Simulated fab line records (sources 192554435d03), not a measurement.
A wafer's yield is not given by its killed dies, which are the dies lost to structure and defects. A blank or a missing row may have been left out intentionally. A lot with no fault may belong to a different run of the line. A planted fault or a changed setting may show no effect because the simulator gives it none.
Matching of chambers    flow n5 finfet    N5_SD_EPI_N_ETCH_34 on rie diel-05 has 4 sister chambers
The step etches SiARC in CF4, target depth 45.5 nm, time 75.8 s. 4 wafers are shown with their chamber, then 12 later ones without.

== WAFERS, EACH WITH ITS CHAMBER ==
wafer   chamber  showerhead plenum p Torr (Torr)
L083.3  0        2.17
L084.6  3        2.25
L088.3  2        2.22
L088.5  1        2.18

== WAFERS WITHOUT THEIR CHAMBER ==
wafer   showerhead plenum p Torr (Torr)
L089.1  2.18
L089.5  2.18
L089.6  2.16
L091.1  2.17
L091.2  2.25
L091.6  2.17
L092.1  2.17
L092.3  2.21
L092.4  2.16
L097.1  2.24
L097.3  2.17
L097.5  2.21

== EACH ONE'S CHAMBER ==
wafer   from the rows above      in truth
L089.1  can't be placed: 1 or 0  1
L089.5  can't be placed: 1 or 0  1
L089.6  can't be placed: 0 or 1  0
L091.1  can't be placed: 0 or 1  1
L091.2  3                        3
L091.6  can't be placed: 0 or 1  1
L092.1  can't be placed: 0 or 1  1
L092.3  2                        2
L092.4  can't be placed: 0 or 1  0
L097.1  can't be placed: 3 or 2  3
L097.3  can't be placed: 0 or 1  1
L097.5  2                        2
Correct placement for 3 of the 12. Not placeable from these rows: 9 (in 9, the candidates include the true chamber). 0 placed wrongly.
How it was worked out, from the rows above alone: a wafer's distance from a chamber is the root of the sum, over the readings, of the square of ((its reading less the chamber's mean) divided by the reading's scatter). The wafer belongs to the nearest chamber; if the next one is less than 2 further off, it can't be placed. For every chamber, the mean is computed from those of its wafers that are shown. The scatter: root of mean squared gap, hidden wafer to nearest shown wafer, with one shown wafer a chamber.
